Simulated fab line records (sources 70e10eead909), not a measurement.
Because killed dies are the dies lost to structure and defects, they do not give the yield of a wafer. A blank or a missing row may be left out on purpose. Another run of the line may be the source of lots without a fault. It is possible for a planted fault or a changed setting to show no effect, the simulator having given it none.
A lot that was struck, set against a sound lot | flow nand_harc | 19 out of 1159 route steps
Sound: these wafers, L769.1, L769.2, L769.5. The struck wafers were L780.2, L780.5, L780.6. At the end, the cause is stated.
For every step that has rows: the tool of each side, followed by ch and its chambers, followed by its first start. Under that, the readings that differ: sound wafers | struck wafers | difference of the means | sigmas: that difference in standard deviations of wafers without a fault.
alike: readings whose means differ by less than 2 such deviations, and words and numbers that are the same on both sides. not compared: withheld readings, readings that some wafer has no value for, bounds like >300 that may hide the same value, and numbers for which the record gives no deviation and whose values overlap.
The two part at a step that has a row with sigmas, a row that says differs or no value, or rows on one side only. Numbers that have no deviation but don't overlap get no sigmas and don't part them. Lack of a reading on every wafer of one side parts them only where that side has two or more wafers.

NHARC_P_ZERO_WELL_CD_MEAS_11: target cd 500 nm.
  sound on cd_sem-03 ch 0, day 2 13:14; struck on cd_sem-01 ch 0, day 5 07:08
  alike: cd_nm
then, 1 step without rows for these wafers: NHARC_P_ZERO_WELL_HARDBAKE_12 (time 65 s).
NHARC_P_ZERO_WELL_DESCUM_13: chemistry O2, time 3 s.
  sound on rie_diel-03 ch 0,1,2, day 2 13:24; struck on rie_diel-05 ch 0,1,3, day 5 07:19
  alike: drypump_motor_current_A, oes_product_au, rf_vpp_V, showerhead_plenum_p_Torr, throttle_valve_pct
  not compared: rf_hours_counter_h
NHARC_P_ZERO_WELL_ETCH_65: etches the open film in N2/H2, target depth 80 nm, overetch 24 nm, time 87.88 s.
  sound on rie_diel-03 ch 1,3, day 2 13:29; struck on rie_diel-05 ch 0,1,3, day 5 07:24
  alike: drypump_motor_current_A, oes_product_au, rf_vpp_V, showerhead_plenum_p_Torr, throttle_valve_pct
  not compared: rf_hours_counter_h
NHARC_P_ZERO_WELL_ETCH_62: etches the open film in CHF3/Ar, target depth 13 nm, time 6.5 s.
  sound on rie_diel-03 ch 0,2,3; struck on rie_diel-05 ch 0,2,3
  alike: chf3_flow_sccm, drypump_motor_current_A, oes_product_au, rf_vpp_V, showerhead_plenum_p_Torr, throttle_valve_pct
  not compared: rf_hours_counter_h
NHARC_P_ZERO_WELL_ETCH_63: etches the open film in HBr/Cl2, target depth 120 nm, time 40.1 s.
  sound on rie_si-01 ch 0,2,3, day 2 13:39; struck on rie_si-02 ch 0,3, day 5 07:34
  alike: drypump_motor_current_A, oes_product_au, throttle_valve_pct
  not compared: rf_hours_counter_h
then, 6 steps without rows for these wafers: NHARC_P_ZERO_WELL_STRIP_15 (strips in SPM, time 900 s); NHARC_P_ZERO_WELL_DEHYDRATE_16 (time 120 s); NHARC_P_ZERO_WELL_HMDS_17 (time 30 s); NHARC_P_ZERO_WELL_COAT_18; NHARC_P_ZERO_WELL_SOFTBAKE_19 (time 95 s); NHARC_P_ZERO_WELL_EBR_20.
NHARC_P_ZERO_WELL_EXPOSE_21: exposes mask P NWELL, target cd 720 nm.
  sound on krf_scanner-03 ch 0, day 2 14:20; struck on krf_scanner-01 ch 0, day 5 08:20
  reading | sound                         | struck                                 | difference | sigmas
  mask    | P_NWELL#0 P_NWELL#0 P_NWELL#0 | P_NWELL_R1#0 P_NWELL_R1#0 P_NWELL_R1#0 | differs    |
  alike: exposure_dose_mJ_cm2
then, 2 steps without rows for these wafers: NHARC_P_ZERO_WELL_PEB_22 (peb time 85 s); NHARC_P_ZERO_WELL_DEVELOP_23 (time 70 s).
NHARC_P_ZERO_WELL_CD_MEAS_24: target cd 720 nm.
  sound on cd_sem-01 ch 0, day 2 14:29; struck on cd_sem-01 ch 0, day 5 08:29
  reading    | sound             | struck            | difference | sigmas
  cd_nm (nm) | 720.5 717.2 719.3 | 710.2 705.9 708.9 | -10.7      | -6
then, 1 step without rows for these wafers: NHARC_P_ZERO_WELL_HARDBAKE_25 (time 80 s).
NHARC_P_ZERO_WELL_DESCUM_26: chemistry O2, time 3 s.
  sound on rie_diel-05 ch 1,2,3, day 2 14:39; struck on rie_diel-05 ch 2,3, day 5 08:39
  reading                      | sound             | struck            | difference | sigmas
  model.P_ZERO_WELL.cd_nm (nm) | 720.2 716.7 719.1 | 710.6 706.1 710.1 | -9.7       |
  alike: drypump_motor_current_A, oes_product_au, rf_vpp_V, showerhead_plenum_p_Torr, throttle_valve_pct
  not compared: rf_hours_counter_h
after that, 1 step had no rows for these wafers: NHARC_P_ZERO_WELL_IMPLANT_27.

== WHERE THEY PART ==
At NHARC_P_ZERO_WELL_EXPOSE_21 first; at NHARC_P_ZERO_WELL_CD_MEAS_24 last (within this record only). Later steps at which nothing parts them and some readings are alike: NHARC_P_ZERO_WELL_DESCUM_26.

WHY: what had been put in by the simulator
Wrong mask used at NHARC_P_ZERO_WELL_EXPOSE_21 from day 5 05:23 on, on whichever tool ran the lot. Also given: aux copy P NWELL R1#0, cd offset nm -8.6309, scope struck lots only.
